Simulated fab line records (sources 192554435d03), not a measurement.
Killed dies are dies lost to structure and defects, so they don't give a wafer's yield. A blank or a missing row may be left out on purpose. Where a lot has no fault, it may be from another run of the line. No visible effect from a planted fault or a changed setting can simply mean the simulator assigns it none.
Code-filled problem report in 8D (eight disciplines) form -- flow n5-finfet -- the parts of the form that need people (team, actions taken, sign-off) are left out

== 1. PROBLEM STATEMENT ==
Mean of raw-defect-count at N5_PMOS_HMC_CHANNEL_EPI_INSPECT_30: 898 across 6 wafers in 2 lots; on wafers with no fault it is 20 (standard deviation 6.2). That is +99 or more standard deviations from the usual mean.
The step: inspects for defects (darkfield).
First observed at day 6 20:27: wafer L532.1, on defect-inspect-01. Wafers with a number at this step in the record: 30, from 10 lots. Rule for "out" (also "out of limits"): further than 4 standard deviations from the usual mean. The other wafers with a number count as sound.

== 2. WHAT IT IS; WHAT IT IS NOT ==
question,is,is not
which readings at this step,raw-defect-count,-
which lots,"L532, L533","L513, L515, L520, L523, L526, L528, L534, L535"
which wafers of those lots,all that have a number,-
read on which gauges,"defect-inspect-01, defect-inspect-02",-
when,from day 6 20:27,"up to then (18 sound wafers); but 6 sound wafers of L534, L535 came after"

== 3. WHAT RULES OUT EACH SUSPECT ==
Counting: a tool stays on the suspect list if, at a process step up to the reading, it processed all lots that are out and no sound lot following the first of them.
- the gauge at N5_PMOS_HMC_CHANNEL_EPI_INSPECT_30: ruled out. Those wafers that are out were read across 2 gauges (defect-inspect-01, defect-inspect-02).
- wet-bench-01 at N5_PMOS_HMC_CHANNEL_EPI_PRECLEAN_37 (cleans in O3/DIW, time 45 s): kept. Every lot that is out went through it, starting with L532 (day 6 20:01), and after that it ran no sound lot; the last sound lot it ran before then is L520 (day 3 20:31).
After counting, what remains is wet-bench-01 at N5_PMOS_HMC_CHANNEL_EPI_PRECLEAN_37.

== 4. THE CAUSE (what the simulator had put in) ==
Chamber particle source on wet-bench-01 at N5_PMOS_HMC_CHANNEL_EPI_PRECLEAN_37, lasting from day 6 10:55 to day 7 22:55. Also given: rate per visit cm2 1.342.
This tool alone remained once counting was done.

== 5. THE EFFECT CHAIN, in route order ==
One row per reading whose mean, taken over the struck wafers that have a number, lies over 3 standard deviations from the usual. Only readings for which the record gives a usual standard deviation are gone through. hours: the time from each lot's start at the first step in this table that gives one to its start at this step, as a median over the lots. sigmas: the change in usual standard deviations.
hours,step,reading,usual,on struck wafers,change,sigmas
0,N5_PMOS_HMC_CHANNEL_EPI_INSPECT_30,raw-defect-count,20,898,+878,+99 or more
2,N5_FIN_SAQP_INSPECT_18,raw-defect-count,434,1201,+767,+6.4
7,N5_FIN_SAQP_INSPECT_40,raw-defect-count,221,1084,+864,+14
8,N5_FIN_CUT_INSPECT_10,raw-defect-count,40,917,+877,+80
260,N5_PASSIVATION_PROBE_49,killed-at-front-end,40,147,+107,+7.7
260,N5_PASSIVATION_PROBE_49,killed-dies,104,202,+98,+5.2
Its process steps:
- N5_PASSIVATION_PROBE_49

== 6. WHAT WOULD HAVE CAUGHT IT SOONER ==
10 hours passed between the start of the fault at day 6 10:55 and the first reading out of limits at a measuring or inspecting step in this record, taken at day 6 20:27.
Of the lots that are out (2), L533 began N5_PMOS_HMC_CHANNEL_EPI_PRECLEAN_37 on wet-bench-01 after day 6 20:27. Putting the tool on hold at that point would have spared it.
